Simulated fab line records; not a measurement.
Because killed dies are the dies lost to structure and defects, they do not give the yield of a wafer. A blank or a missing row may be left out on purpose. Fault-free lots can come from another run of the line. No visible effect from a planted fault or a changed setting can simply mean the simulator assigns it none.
Comparing a struck lot with a sound one + flow nandHarc + 14 out of 1159 route steps
Sound: these wafers, L880.1, L880.3, L880.5. Wafers struck: L887.3, L887.4, L887.5. Last of all comes the cause.
Per side, at each step with rows, come the tool, then ch with its chambers, and then its first start. Under that, the readings that differ: sound wafers + struck wafers + difference of the means + sigmas: that difference in standard deviations of wafers without a fault.
alike: words and numbers the same on both sides, and readings whose means are apart by under 2 such deviations; not compared: readings that were withheld, readings missing a value for some wafer, numbers with overlapping values and no deviation given by the record, and bounds like >300 which may hide the same value.
The two part at a step that has a row with sigmas, a row that says differs or no value, or rows on one side only. Non-overlapping numbers with no deviation appear without sigmas and do not part them. A reading missing from all wafers of one side parts the sides only when that side holds two or more wafers.

NHARC_A_WL_FILL_STRIP_27: strips in N2/H2, time 20 s.
  sound on plasmaAsher-02 ch 0,1, day 17 12:44; struck on plasmaAsher-01 ch 0,1, day 19 00:49
  alike: drypumpMotorCurrentA, heaterPowerW
  not compared: rfHoursCounterH
then, 4 steps without rows for these wafers: NHARC_A_WL_FILL_STRIP_28 (strips in post etch residue remover, time 1200 s); NHARC_A_WL_FILL_PRECLEAN_06 (cleans in DIW, time 300 s); NHARC_A_WL_FILL_SRD_07; NHARC_A_WL_FILL_ANNEAL_08 (time 1800 s).
NHARC_A_WL_FILL_ALD_10: deposits SiO2, target thk 50 nm, pulse time 10 s, ald cycles 500.
  sound on aldHk-01 ch 0,2,3, day 17 18:46; struck on aldHk-02 ch 0,3, day 19 08:14
  alike: heaterPowerOuterW, heaterPowerW, precursorPulseHeightRel
NHARC_A_WL_FILL_ETCHBACK_16: etches the open film in C4F8/O2/Ar, target depth 88 nm, time 17.6 s.
  sound on rieDiel-12 ch 0,1,2; struck on rieDiel-12 ch 1,2,3
  alike: oesProductAu, rfVppV
  not compared: rfHoursCounterH
NHARC_A_WL_FILL_STRIP_29: strips in O2, time 20 s.
  sound on rieDiel-12 ch 0,1,3, day 17 23:28; struck on rieDiel-12 ch 0,2, day 19 12:54
  alike: drypumpMotorCurrentA, oesProductAu, rfVppV, showerheadPlenumPTorr, throttleValvePct
  not compared: rfHoursCounterH
then, 3 steps without rows for these wafers: NHARC_A_WL_FILL_ETCHBACK_17 (etches the open film in Cl2/BCl3, target depth 4 nm, time 26.7 s); NHARC_A_WL_FILL_PRECLEAN_18 (cleans in dHF, time 30 s); NHARC_A_WL_FILL_SRD_21.
NHARC_A_WL_FILL_CVD_23: deposits poly-Si, target thk 40 nm, time 800 s.
  sound on lpcvdPoly-01 ch 0, day 18 01:05; struck on lpcvdPoly-01 ch 0, day 20 21:35
  alike: pressureMtorr
NHARC_A_WL_FILL_ETCHBACK_26: etches the open film in HBr, target depth 52 nm, time 13.3 s.
  sound on rieSi-03 ch 1,2,3, day 18 03:41; struck on rieSi-04 ch 0,1,2, day 21 00:10
  alike: drypumpMotorCurrentA, hbrFlowSccm, oesProductAu, throttleValvePct
  not compared: rfHoursCounterH
-- break in the record here, with 3 days between the starts of the struck wafers on either side (left off in module A_WL_FILL, picked up again in module END, where the first step shown is number 1159 on the route) --
NHARC_END_SORT_01:
  sound on prober-02 ch 0, day 21 21:17; struck on prober-02 ch 0, day 24 10:55
| reading       | sound    | struck   | difference | sigmas |
|---------------|----------|----------|------------|--------|
| killedAtArray | 34 51 40 | 19 22 14 | -23        | -2     |
| killedAtOther | 0 0 0    | 3 2 1    | +2         | +2     |
| killedDies    | 37 58 42 | 22 25 15 | -25        | -2     |
| killedOpen    | 6 11 7   | 2 4 1    | -6         | -3     |
  alike: killedAtPeriphery, killedShort

== WHERE THEY PART ==
Within this record, at NHARC_END_SORT_01 only.

WHY: what had been put in by the simulator
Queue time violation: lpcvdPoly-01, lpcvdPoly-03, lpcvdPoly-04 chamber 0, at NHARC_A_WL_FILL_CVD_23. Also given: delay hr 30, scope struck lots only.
